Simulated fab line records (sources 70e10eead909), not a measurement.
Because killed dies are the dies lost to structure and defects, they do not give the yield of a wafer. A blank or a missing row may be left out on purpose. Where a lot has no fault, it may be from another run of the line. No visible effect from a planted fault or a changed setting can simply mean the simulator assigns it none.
Chamber matching | flow nand-harc | NHARC_A_STAIRCASE_ALD_420 on ald-hk-01 has 4 sister chambers
The step deposits SiO2, target thk 20 nm, pulse time 6 s, ald cycles 200. 4 wafers are shown with their chamber, then 12 later ones without.

== WAFERS WITH THEIR CHAMBER ==
wafer  | chamber | heater-power-w (W)
L087.2 | 2       | 458
L089.4 | 3       | 508
L091.1 | 1       | 525
L091.5 | 0       | 401

== WAFERS WITH NO CHAMBER GIVEN ==
wafer  | heater-power-w (W)
L092.2 | 471
L092.3 | 400
L092.4 | 518
L093.2 | 529
L093.4 | 475
L093.6 | 458
L095.1 | 506
L095.4 | 399
L095.6 | 472
L097.2 | 459
L097.4 | 392
L097.6 | 485

== WHICH CHAMBER EACH ONE RAN IN ==
wafer  | from the rows above          | in truth
L092.2 | 2                            | 2
L092.3 | 0                            | 0
L092.4 | can't be placed: 1 or 3      | 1
L093.2 | can't be placed: 1 or 3      | 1
L093.4 | can't be placed: 2 or 3      | 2
L093.6 | 2                            | 2
L095.1 | can't be placed: 3 or 1      | 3
L095.4 | 0                            | 0
L095.6 | 2                            | 2
L097.2 | 2                            | 2
L097.4 | 0                            | 0
L097.6 | can't be placed: 3 or 2 or 1 | 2
7 of 12 placed correctly. From these rows, 5 cannot be placed; in 5 the true chamber is one of the candidates. 0 placed wrongly.
How it was worked out, from the rows above alone: a wafer's distance from a chamber is the root of the sum, over the readings, of the square of ((its reading less the chamber's mean) divided by the reading's scatter). The wafer belongs to the nearest chamber; if the next one is less than 2 further off, it can't be placed. Each chamber's mean is taken over the wafers shown for it. The scatter: with one shown wafer a chamber, the root of the mean of the squares of how far each hidden wafer lies from its nearest shown one.
